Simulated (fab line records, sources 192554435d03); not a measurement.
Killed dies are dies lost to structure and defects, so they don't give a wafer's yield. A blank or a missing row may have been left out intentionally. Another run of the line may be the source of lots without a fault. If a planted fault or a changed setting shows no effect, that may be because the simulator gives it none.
fab line records    flow n5-finfet
[record] lots = 5  wafers = 12  last-day = 17
route steps=1938 shown BEOL_M4@1099 BEOL_M5@1112 BEOL_M11@1575 PASSIVATION@1936
lots that met no fault: from a run of the same line without faults
start-h: start of the lot's first displayed wafer, in hours after the record's first day    wait-h: hours since the lot's step before    " identical to the entry in the row above    L1.1+2: a single row standing in for several wafers    - no value present, or no start provided    * or withheld: withheld    < > ~ a bound
route shown NAME@n: names a module that has steps shown in the file, with the first one's number in the route    usual: mean/standard deviation taken from wafers without a fault    same: alike in all rows    chamber/n: place in a boat    sites: per-site readings    _std_site: standard deviation of those values    _edge_site: the outer-site mean with the inner-site mean subtracted    radius-mm: for every site, how far away it sits from the centre of the wafer    mask NAME#n: copy n    behind: tool/chamber where the wafer was last shaped    hold: what put the lot on hold/how long, in hours/how the hold closed    device: names the non-switching transistor (n, p or np)    end of line: at the end of the route, the tests of the same wafers    where a step has no rows: the recipe by itself    killed: at the first sort, the dies lost to defects and structure; wafer yield is something else    map: shows each die of a wafer: x if killed, . if not, _ if none is there
set.NAME: the setting the step ran with; set.NAME@STEP: the setting that earlier step ran with    model.NAME: the simulator's own value behind a step, which no gauge read
lots at some steps of the route; a table a step, a row a wafer
services: a tool's chamber out of use, with start hour (start-h, from the record's first day; less than 0 if before it), hours out, and reason
[[steps]]
[step N5_BEOL_M4_ANNEAL_95]
[recipe] temp-c = 400  time-s = 240  ambient = vacuum
[step N5_BEOL_M4_SPUTTER_96]
[recipe] material = Cu  target-thk-a = 45  temp-c = -20  chamber-pressure-pa = 0.07  power-w = withheld  time-s = 8.29
[step N5_BEOL_M4_ECD_50]
[recipe] material = Cu  target-thk-a = 3000
[step N5_BEOL_M4_ANNEAL_51]
[recipe] temp-c = 225  time-s = 90  ambient = N2
[step N5_BEOL_M4_CMP_52]
[recipe] stop-on = SiOC  t-overpolish-s = 6.8  down-force-psi = 1  platen-rpm = 50  clearing-platen-down-force-psi = 1.5  clearing-platen-rpm = 50  post-cmp-clean = cu-alkaline  target-thk-nm = 40  clearing-platen-pad-velocity-m-s = 0.99484  pad-velocity-m-s = 0.99484
[step N5_BEOL_M4_PRE_CLEAN_60]
[recipe] gas = NH3/H2  time-s = 15  temp-c = *  rf-power-w = 300
[step N5_BEOL_M4_CO_CAP_55]
[recipe] material = Co  target-thk-a = 20  temp-c = 200  precursor = CCTBA/H2  pressure-torr = 30  time-s = 102.1
[step N5_BEOL_M4_PRE_CLEAN_56]
[recipe] gas = NH3  time-s = 15  temp-c = withheld  rf-power-w = 300
[step N5_BEOL_M4_DEP_57]
[recipe] material = SiCN  target-thk-a = 80  temp-c = withheld  precursor = 3MS/NH3  pressure-torr = 3  rf-w = 202  time-s = 14
[step N5_BEOL_M4_RC_MEAS_101]
[usual] DIBL_N = 35.9/1.6  DIBL_P = 35.6/2.1  IOFF_N = 0.149/0.029  IOFF_P = 0.20/0.033  ION_N = 671/11  ION_P = 460/7.3  SS_N = 71.4/0.62  SS_P = 73.2/0.65  VT_N = 251/3.1  VT_P = -251/3.4
lot.wafer  tool       chamber  start-h  wait-h  DIBL_N[mV/V]  DIBL_P[mV/V]  IOFF_N[nA/um]  IOFF_P[nA/um]  ION_N[uA/um]  ION_P[uA/um]  SS_N[mV/dec]  SS_P[mV/dec]  VT_N[mV]  VT_P[mV]
L837.1     prober-01  0        179.69   0.0     31.9          32.8          0.102          0.14           645           446           70.8          71.8          257       -260
L837.2     "          0        "        "       34.2          36.0          0.132          0.17           662           458           70.9          73.2          254       -255
L837.5     "          0        "        "       34.3          36.6          0.145          0.18           672           464           71.8          73.0          251       -257
L852.3     prober-02  0        274.11   0.3     33.3          32.8          0.103          0.15           652           448           71.6          72.5          260       -253
L852.5     "          0        "        "       37.8          37.3          0.164          0.21           671           470           72.6          73.6          250       -253
L853.3     prober-02  0        277.35   0.3     36.1          35.8          0.131          0.18           667           457           71.2          73.6          255       -252
L853.5     "          0        "        "       36.0          35.6          0.131          0.17           663           458           71.7          73.1          251       -253
L855.4     prober-01  0        283.83   0.5     35.0          33.9          0.123          0.19           661           459           72.3          73.0          254       -252
L855.5     "          0        "        "       34.4          33.4          0.119          0.18           657           459           71.1          72.4          254       -251
L858.2     prober-02  0        303.91   0.2     39.4          39.3          0.237          0.26           691           466           73.0          74.6          247       -247
L858.4     "          0        "        "       33.0          32.5          0.124          0.16           677           458           70.6          72.5          251       -251
L858.6     "          0        "        "       36.5          35.8          0.169          0.20           688           464           71.6          73.4          249       -251
[step N5_BEOL_M5_ILD_DEP_00]
[recipe] material = SiCOH_lowk  target-thk-a = 1406.4  temp-c = 300  precursor = DEMS/porogen  pressure-torr = 5  rf-w = 500  time-s = 25.9
[step N5_BEOL_M5_CURE_79]
[recipe] temp-c = 385  time-s = 240  ambient = He/Ar  material = SiCOH_lowk
[step N5_BEOL_M5_PECVD_70]
[recipe] material = SiO2  target-thk-a = 160  temp-c = 400  precursor = TEOS/O2  pressure-torr = 5.5  rf-w = 450  teos-flow-sccm = 53.8  gas = O2  flow-sccm = 3000  time-s = 18
[step N5_BEOL_M5_HM_DEP_02]
[recipe] material = TiN  target-thk-a = 200  temp-c = 25  chamber-pressure-pa = 0.49996
[step N5_BEOL_M5_COAT_59]
[recipe] resist = SOC  temp-c = 250  time-s = 60  spin-rpm = 1500  resist-thk-nm = 60
[step N5_BEOL_M5_COAT_60]
[recipe] resist = SiARC  temp-c = 220  time-s = 60  spin-rpm = 1500  resist-thk-nm = 12
[step N5_BEOL_M5_COAT_71]
[recipe] resist = underlayer  temp-c = 205  time-s = 60  spin-rpm = 1500  resist-thk-nm = 5
[step N5_BEOL_M5_COAT_05]
[recipe] resist = CAR-EUV  spin-rpm = 1500  resist-thk-nm = 30
[step N5_BEOL_M5_EBR_07]
[recipe] solvent = PGMEA  ebr-width-mm = 1.5
[step N5_BEOL_M5_SOFTBAKE_06]
[recipe] temp-c = 110  time-s = 60  resist = CAR-EUV
[step N5_BEOL_M5_EXPOSE_08]
[recipe] mask-id = M5  na = 0.33  source-shape = annular  sigma-inner = 0.4  sigma-outer = 0.8  polarization = unpolarized  target-cd-nm = 28  dose-mj = 35.75
[step N5_BEOL_M5_PEB_09]
[recipe] peb-temp-c = 100  peb-time-s = 60  resist = CAR-EUV
[step N5_BEOL_M5_DEVELOP_10]
[recipe] develop-time-s = 30  developer = TMAH  resist = CAR-EUV  rinse-liquid = surfactant-rinse  dry = air-spin  dev-temp-c = 23
[step N5_BEOL_M5_DESCUM_16]
[recipe] chemistry = O2  time-s = 7  source-power-w = 50  bias-power-w = 20  pressure-mtorr = 20  rf-frequency-hz = 2.712e+07  temp-c = 40  resist = CAR-EUV  o2-flow-sccm = 225
[step N5_BEOL_M5_ETCH_72]
[recipe] chemistry = N2/H2  target = underlayer  target-depth-a = 65  mask-material = CAR-EUV  time-s = 5.2  ion-energy-ev = 200  pressure-mtorr = 30  source-w = 840  bias-w = 150  n2-flow-sccm = 200  h2-flow-sccm = 200  ends = cleared
[step N5_BEOL_M5_ETCH_61]
[recipe] chemistry = CF4  target = SiARC  target-depth-a = 156  mask-material = CAR-EUV  time-s = 26  ion-energy-ev = 80  pressure-mtorr = 40  source-w = 545  bias-w = 36  Ar_flow_sccm = 100  cf4-flow-sccm = 100  ends = cleared
[step N5_BEOL_M5_ETCH_62]
[recipe] chemistry = N2/H2  target = SOC  target-depth-a = 750  overetch-a = 150  mask-material = SiARC  temp-c = 40  time-s = 112.5  ion-energy-ev = 200  pressure-mtorr = 30  source-w = 840  bias-w = 150  n2-flow-sccm = 200  h2-flow-sccm = 200
[step N5_BEOL_M5_STRIP_63]
[recipe] chemistry = N2/H2  temp-c = 40  n2-flow-sccm = 200  h2-flow-sccm = 200  rf-frequency-hz = 6e+07
[step N5_BEOL_M5_STRIP_73]
[recipe] chemistry = N2/H2  temp-c = 40  n2-flow-sccm = 200  h2-flow-sccm = 200  rf-frequency-hz = 6e+07
[step N5_BEOL_M5_STRIP_64]
[recipe] chemistry = CF4  resist = SiARC  power-w = 300  bias-power-w = 75  pressure-mtorr = 50  cf4-flow-sccm = 150  rf-frequency-hz = 6e+07
[step N5_BEOL_M5_HM_OPEN_17]
[recipe] chemistry = Cl2/BCl3  target-depth-a = 200  overetch-a = 60  target = TiN  mask-material = SOC  ion-energy-ev = 150  pressure-mtorr = 10  icp-w = 1000  bias-w = 126  Cl2_flow_sccm = 53.25  bcl3-flow-sccm = 21.75  Ar_flow_sccm = 25
[step N5_BEOL_M5_STRIP_19]
[recipe] chemistry = O2  power-w = 400  temp-c = 40  pressure-mtorr = 30  rf-frequency-hz = 6e+07  bias-power-w = 0  overash-fraction = 0.2  o2-flow-sccm = 225
[step N5_BEOL_M5_COAT_65]
[recipe] resist = SOC  temp-c = 250  time-s = 60  spin-rpm = 1500  resist-thk-nm = 60
[step N5_BEOL_M5_COAT_66]
[recipe] resist = SiARC  temp-c = 220  time-s = 60  spin-rpm = 1500  resist-thk-nm = 12
[step N5_BEOL_M11_VIA_ETCH_34]
[recipe] chemistry = C4F6/O2  target = SiCOH_lowk  target-depth-a = 1845  mask-material = SOC  taper-deg = 4  time-s = 69.2  ion-energy-ev = 250  pressure-mtorr = 30  source-w = 345  bias-w = 185  Ar_flow_sccm = 300  C4F6_flow_sccm = 10  O2_flow_sccm = 10
[usual] chamber-pressure-mTorr = 30.001/0.028  drypump-motor-current-A = 5.7/0.32  oes-product-au = 0.75/0.095  rf-vpp-V = 662/10  showerhead-plenum-p-Torr = 2.84/0.081  throttle-valve-pct = 21.06/0.25
[same] time-s = 69.2
lot.wafer  tool         chamber  start-h  wait-h  chamber-pressure-mTorr  drypump-motor-current-A  oes-product-au  rf-hours-counter-h  rf-vpp-V  showerhead-plenum-p-Torr  throttle-valve-pct  model.etch.depth-nm  model.SOC_of_BEOL_M11_COAT_63.thk-nm
L837.1     rie-diel-03  1        235.74   0.0     29.970                  5.7                      0.73            199                 665       2.85                      21.21               181.6                92
L837.2     "            0        "        "       30.006                  5.7                      0.72            164                 665       2.95                      21.20               181.7                92.2
L837.5     "            0        "        "       30.034                  5.7                      0.72            -                   667       2.96                      21.20               183.4                92.2
L852.3     rie-diel-03  1        330.18   0.0     30.001                  5.8                      0.71            230                 666       2.83                      21.24               182.4                91.6
L852.5     "            2        "        "       29.953                  5.5                      0.59            -                   645       2.73                      21.27               135.7                94
L853.3     rie-diel-03  0        333.15   0.0     29.984                  5.7                      0.69            196                 664       2.94                      21.25               183.4                92.8
L853.5     "            2        "        "       30.005                  5.5                      0.60            -                   645       2.73                      21.29               136                  94.8
L855.4     rie-diel-03  0        342.15   0.0     30.019                  5.6                      0.59            -                   665       2.94                      21.20               138.7                93.8
L855.5     "            1        "        "       30.006                  5.8                      0.59            -                   665       2.83                      21.20               136.9                93.6
L858.2     rie-diel-04  1        362.93   0.0     29.986                  6.1                      0.87            60                  674       2.80                      20.91               186.8                92
L858.4     "            3        "        "       29.955                  6.0                      0.94            -                   670       2.80                      21.09               188.5                91.6
L858.6     "            1        "        "       29.988                  6.1                      0.85            -                   675       2.80                      20.91               186                  92.2
[step N5_PASSIVATION_PROBE_49]
[usual] defect-limited-yield = 90.9/1.5  killed_at_M0_to_M3 = 36/9.9  killed_at_M4_up = 13/4.5  killed-at-contacts = 13/6.4  killed-at-front-end = 42/12  killed-at-other = 3.4/3  killed-dies = 107/18  killed-on-rim = 14/4.3  killed-open = 69/13  killed-short = 35/8.2  sort_bin_5_function = 5.3/1.1  sort_bin_6_memory = 3.4/0.69  sort-n-pass = 1073/18  sort-yield-pct = 90.9/1.5
[same] gross-dies = 1180  killed-at-back-side = 0  sort_bin_4_leakage[%] = 0  sort_bin_8_speed[%] = 0
lot.wafer  tool       chamber  start-h  wait-h  defect-limited-yield[%]  killed_at_M0_to_M3  killed_at_M4_up  killed-at-contacts  killed-at-front-end  killed-at-other  killed-dies  killed-on-rim  killed-open  killed-short  sort_bin_5_function[%]  sort_bin_6_memory[%]  sort-n-pass  sort-yield-pct[%]
L853.5     prober-01  -        376.71   1.3     1.1                      44                  1083             7                   30                   3                1167         145            58           33            95.4                    3.2                   13           1.1
L852.5     prober-01  -        382.35   0.2     1.2                      16                  1096             10                  27                   17               1166         147            48           29            96.0                    2.4                   14           1.2
L855.4     prober-02  -        386.86   0.2     5.3                      45                  1022             11                  31                   9                1118         125            65           36            91.1                    3.5                   62           5.3
L855.5     prober-02  -        386.91   0.2     1.9                      56                  1064             11                  20                   7                1158         143            66           38            94.8                    3.0                   22           1.9
// killed by level:class
L853.5 BEOL_M11:area-etch=1074 BEOL_M1:geometric-particle:open=15 FIN_SAQP:geometric-particle:short=14 BEOL_M3:geometric-particle:open=9 BEOL_M2:geometric-particle:open=8 BEOL_M4:geometric-particle:open=5 MOL_CONTACT_COAG:geometric-particle:open=4 BEOL_M0_SAQP:geometric-particle:open=4
L852.5 BEOL_M11:area-etch=1085 MOL_CONTACT_COAG:geometric-particle:open=6 BEOL_M4:geometric-particle:open=5 FIN_SAQP:geometric-particle:short=4 GATE_CUT:geometric-particle:open=4 MOL_CONTACT_COAG:geometric-particle:short=4 BEOL_M0_SAQP:geometric-particle:open=4 BEOL_M1:geometric-particle:open=4
L855.4 BEOL_M11:area-etch=1015 BEOL_M0_SAQP:geometric-particle:short=14 MOL_CONTACT_COAG:geometric-particle:open=9 FIN_SAQP:geometric-particle:open=8 BEOL_M0:geometric-particle:open=7 BEOL_M1:geometric-particle:open=7 FIN_SAQP:geometric-particle:short=6 BEOL_M0_SAQP:geometric-particle:open=4
L855.5 BEOL_M11:area-etch=1054 BEOL_M0_SAQP:geometric-particle:short=14 MOL_CONTACT_COAG:geometric-particle:open=11 BEOL_M2:geometric-particle:open=11 BEOL_M3:geometric-particle:open=10 BEOL_M0_SAQP:geometric-particle:open=6 FIN_SAQP:geometric-particle:open=5 BEOL_M3:geometric-particle:short=5
// map L852.5 (x killed, . not)
_________________xxxxxxxxxxxx________________
______________xxxxxxxxxxxxxxxxx._____________
___________xxxxxxxxxxxxx.xxxxxxxxxx__________
__________xxxxxxxxxxxxxxxxxxxxxxxxxx_________
________xxxxxxxxxxxxxxxxxxxxxxxxxxxxxx_______
_______xxxxxxxxxxxxxxxxxxxxxxxxxxxxxxxx______
______xx.xxxxxxxxxxxxxxxxxxxxxxxxxxxxx.x_____
_____xxxxxxxxxxxxxxxxxxxxxxxxxxxxxxxxxxxx____
____.xxx.xxxxxxxxxxxxxxxxxxxxxxxxxxxxxxxxx___
___.xxxxxxxxxxxxxxxxxxxxxxxxxxxxxxxxxxxxxxx__
___xxxxxxxxxxxxxxxxxxxxxxxxxxxxxxxx.xxxxxxx__
__xxxxxxxxxxxxxxxxxxxxxxxxxxxxxxxxxxxxxxxxxx_
__xxxxxxxxxxxxxxxxxxxxxxxxxxxxxxxxxxxxxxxxxx_
_xxxxxxxxxxxxxxxxxxxxxxxxxxxxxxxxxxxxxxxxxxx.
_xxxxxxxxxxxxxxxxxxxxxxxxxxxxxxxxxxxxxxxxxx.x
_xx.xxxxxxxxxxxxxxxxxxxxxxxxxxxxxxxxxxxxxxxxx
_xxxxxxxxxxxxxxxxxxxxxxxxxxxxxxxxxxxxxxxxx.xx
_xxxxxxxxxxxxxxxxxxxxxxxxxxxxxxxxxxxxxxxxxxxx
_xxxxxxxxxxxxxxxxxxxxxxxxxxxxxxxxxxxxxxxxxxxx
_xxxxxxxxxxxxxxxxxxxxxxxxxxxxxxxxxxxxxxxxxxxx
_xxxxxxxxxxxxxxxxxxxxxxxxxxxxxxxxxxxxxxxxxxxx
__xx.xxxxxxxxxxxxxxxxxxxxxxxxxxxxxxxxxxxxxxx_
__xxx.xxxxxxxxxxxxxxxxxxxxxxxxxxxxxxxxxxxxxx_
___xxxxxxxxxxxxxxxxxxxxxxxxxxxxxxxxxxxxxxxx__
___xxxxxxxxxxxxxxxxxxxxxxxxxxxxxxxxxxxxxxxx__
____xxxxxxxxxxxxxxxxxxxxxxxxxxxxxxxxxxxxxx___
_____xxxxxxxxxxxxxxxxxxxxxxxxxxxxxxxxxxxx____
______xxxxxxxxxxxxxxxxxxxxxxxxxxxxxxxxxx_____
_______xxxxxxxxxxxxxxxxxxxxxxxxxxxxxxxx______
________xxxxxxxxxxxxxxxxxxxxxxxxxxxxxx_______
__________xxxxxxxxxxxxxxxxxxxxxxxxxx_________
___________xxxxxxxxxxxxxxxxxxxxxxxx__________
______________xxxxxxxxxxxxxxxxxx_____________
_________________xxxxxxxxxxxx________________
// map L853.5 (x killed, . not)
_________________xxxxxxxxxxxx________________
______________xxxxxxxxxxxxxxxxxx_____________
___________xxxxxxxxxxxxxxxxxxxxxxxx__________
__________xxxxxxxxxxxxxxxxxxxxxxxxxx_________
________xxxxxxxxxxxxxxxxxxxxxxxxxxxxx._______
_______xxxxxxxxxxxxxxxxxxxxxxxxxxxxxxxx______
______xxxxxxxxxxxxxxxxxxxxxxxxxxxxxxxxxx_____
_____x.xxxxxxxxxxxxxxxxxxxxxxxxxxxxxxxxxx____
____xxxxxxxxxxxxxxxxxxxxxxxxxxxxxxxxxxxxxx___
___...xxxxxxxxxxxxxxxxxxxxxxxxxxxxxxxx.xxxx__
___xxxxxxxxxxxxxxxxxxxxxxxxxxxxxxxxxxxxxxxx__
__x.x.xxxxxxxxxxxxxxxxxxxxxxxxxxxxxxxxxxxxx._
__xxxxxxxxxxxxxxxxxxxxxxxxxxxxxxxxxxxxxxxxxx_
_xxxxxxxxxxxxxxxxxxxxxxxxxxxxxxxxxxxxxxx.x..x
_xxxxxxxxxxxxxxxxxxxxxxxxxxxxxxxxxxxxxxxxxxxx
_xxxxxxxxxxxxxxxxxxxxxxxxxxxxxxxxxxxxxxxxx.xx
_xxxxxxxxxxxxxxxxxxxxxxxxxxxxxxxxxxxxxxxxxxxx
_xxxxxxxxxxxxxxxxxxxxxxxxxxxxxxxxxxxxxxxxxxxx
_xxxxxxxxxxxxxxxxxxxxxxxxxxxxxxxxxxxxxxxxxxxx
_xxxxxxxxxxxxxxxxxxxxxxxxxxxxxxxxxxxxxxxxxxxx
_xxxxxxxxxxxxxxxxxxxxxxxxxxxxxxxxxxxxxxxxxxxx
__xxxxxxxxxxxxxxxxxxxxxxxxxxxxxxxxxxxxxxxxxx_
__xxxxxxxxxxxxxxxxxxxxxxxxxxxxxxxxxxxxxxxxxx_
___xxxxxxxxxxxxxxxxxxxxxxxxxxxxxxxxxxxxxxxx__
___xxxxxxxxxxxxxxxxxxxxxxxxxxxxxxxxxxxxxxxx__
____xxxxxxxxxxxxxxxxxxxxxxxxxxxxxxxxxxxxxx___
_____xxxxxxxxxxxxxxxxxxxxxxxxxxxxxxxxxxxx____
______xxxxxxxxxxxxxxxxxxxxxxxxxxxxxxxxxx_____
_______xxxxxxxxxxxxxxxxxxxxxxxxxxxxxxxx______
________xxxxxxxxxxxxxxxxxxxxxxxxxxxxxx_______
__________xxxxxxxxxxxxxxxxxxxxxxxxxx_________
___________xxxxxxxxxxxxxxxxxxxxxxxx__________
______________xxxxxxxxxxxxxxxxxx_____________
_________________xxxxxxxxxxxx________________
[[services]]
tool         chamber  start-h  hours  kind
rie-diel-04  0        241.77   2.9    repair
rie-diel-03  3        243.02   4.6    repair
rie-diel-04  3        266.66   7.7    repair
rie-diel-04  3        288.44   -      clean
rie-diel-04  3        288.44   -      consumable-replace:focus-ring
rie-diel-04  3        288.44   14.5   scheduled-down
rie-diel-04  3        288.44   14.5   vent-cycle
rie-diel-03  2        305.25   9.0    repair
rie-diel-04  0        340.23   7.5    repair
rie-diel-04  2        341.48   8.4    repair
rie-diel-04  0        350.00   -      clean
rie-diel-04  0        350.00   -      consumable-replace:focus-ring
rie-diel-04  0        350.00   -      consumable-replace:showerhead
rie-diel-04  0        350.00   27.5   scheduled-down
rie-diel-04  0        350.00   27.5   vent-cycle
rie-diel-03  -        354.71   1.2    repair
[[key]]
[first-sign] step = N5_PASSIVATION_PROBE_49  reading = killed_at_M4_up  direction = up  sigmas = 99+  usual = 13  struck = 1066
[effect] step = N5_PASSIVATION_PROBE_49  reading = sort_bin_5_function  direction = up  sigmas = 84  usual = 5.3  struck = 94.3
[model-effect] step = N5_BEOL_M11_VIA_ETCH_34  value = etch.depth-nm  without = 180.3  struck = 136.8
[more-kills-born-at] N5_BEOL_M11_VIA_ETCH_34@rie-diel-03 = 4228
met-at N5_BEOL_M11_VIA_ETCH_34
struck-wafers L852.5,L853.5,L855.4,L855.5
later-rows-left-out L852.5,L853.5,L855.4,L855.5
onset-between 235.74 330.18
[fault] kind = process-parameter-drift  tool = rie-diel-03  chamber = -  onset-h = 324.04  steps = N5_BEOL_M11_VIA_ETCH_34  channel = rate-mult  offset = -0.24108  shape = step  end-h = 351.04  scope = struck-wafers-only
// later-rows-left-out: the simulator's readings of these wafers behind a module that went badly wrong aren't trusted and aren't shown, but for the sort
